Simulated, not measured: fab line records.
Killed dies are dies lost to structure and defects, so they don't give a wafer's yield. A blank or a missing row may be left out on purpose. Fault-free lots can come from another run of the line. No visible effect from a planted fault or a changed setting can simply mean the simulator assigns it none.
Matching of chambers | flow n5-finfet | N5_BEOL_M13_ETCH_68 on rie-diel-01 has 4 sister chambers
The step etches SOC in N2/H2, time 355 s. 14 wafers are shown with their chamber, then 7 later ones without.

WAFERS WITH THEIR CHAMBER
wafer  | chamber | showerhead-plenum-p-Torr (Torr) | throttle-valve-pct (%) | drypump-motor-current-A (A)
L078.2 | 1       | 2.60                            | 17.31                  | 5.48
L078.3 | 0       | 2.42                            | 17.85                  | 5.41
L078.6 | 0       | 2.42                            | 17.86                  | 5.42
L084.1 | 0       | 2.42                            | 17.88                  | 5.43
L084.2 | 2       | 2.59                            | 17.75                  | 5.73
L084.6 | 0       | 2.42                            | 17.87                  | 5.44
L082.1 | 2       | 2.59                            | 17.77                  | 5.73
L082.2 | 1       | 2.59                            | 17.31                  | 5.50
L082.6 | 3       | 2.56                            | 17.84                  | 5.17
L083.2 | 0       | 2.42                            | 17.87                  | 5.41
L083.4 | 2       | 2.59                            | 17.77                  | 5.73
L083.6 | 3       | 2.56                            | 17.86                  | 5.15
L090.3 | 2       | 2.59                            | 17.78                  | 5.78
L090.5 | 1       | 2.59                            | 17.32                  | 5.48

SIGNATURES (averages over the wafers above)
reading                  | chamber 0 | chamber 1 | chamber 2 | chamber 3 | scatter within a chamber
showerhead-plenum-p-Torr | 2.4200    | 2.5933    | 2.5900    | 2.5600    | 0.00258
throttle-valve-pct       | 17.8660   | 17.3133   | 17.7675   | 17.8500   | 0.0112
drypump-motor-current-A  | 5.4220    | 5.4867    | 5.7425    | 5.1600    | 0.0174
Rule: for each reading, subtract the chamber's mean from the wafer's reading, divide by that reading's scatter and square the result; add these up over the readings and take the root, which gives the wafer's distance from the chamber. The wafer belongs to the nearest chamber; if the next one is less than 2 further off, it can't be placed. How the scatter is found: for the shown wafers, subtract from each reading the mean of its chamber, square and add these, divide the total by (wafers less chambers), then take the root.

WAFERS WHOSE CHAMBER IS MISSING
wafer  | showerhead-plenum-p-Torr (Torr) | throttle-valve-pct (%) | drypump-motor-current-A (A)
L090.6 | 2.59                            | 17.80                  | 5.77
L093.1 | 2.55                            | 17.88                  | 5.17
L093.4 | 2.58                            | 17.80                  | 5.75
L093.6 | 2.59                            | 17.35                  | 5.47
L096.1 | 2.58                            | 17.36                  | 5.47
L096.4 | 2.55                            | 17.89                  | 5.14
L096.6 | 2.55                            | 17.90                  | 5.14

WHICH CHAMBER EACH WENT THROUGH
wafer  | from the rows above | in truth
L090.6 | 2                   | 2
L093.1 | 3                   | 3
L093.4 | 2                   | 2
L093.6 | 1                   | 1
L096.1 | 1                   | 1
L096.4 | 3                   | 3
L096.6 | 3                   | 3
Placed correctly: 7 of 7. Not placeable from these rows: 0. Placed wrongly: 0.
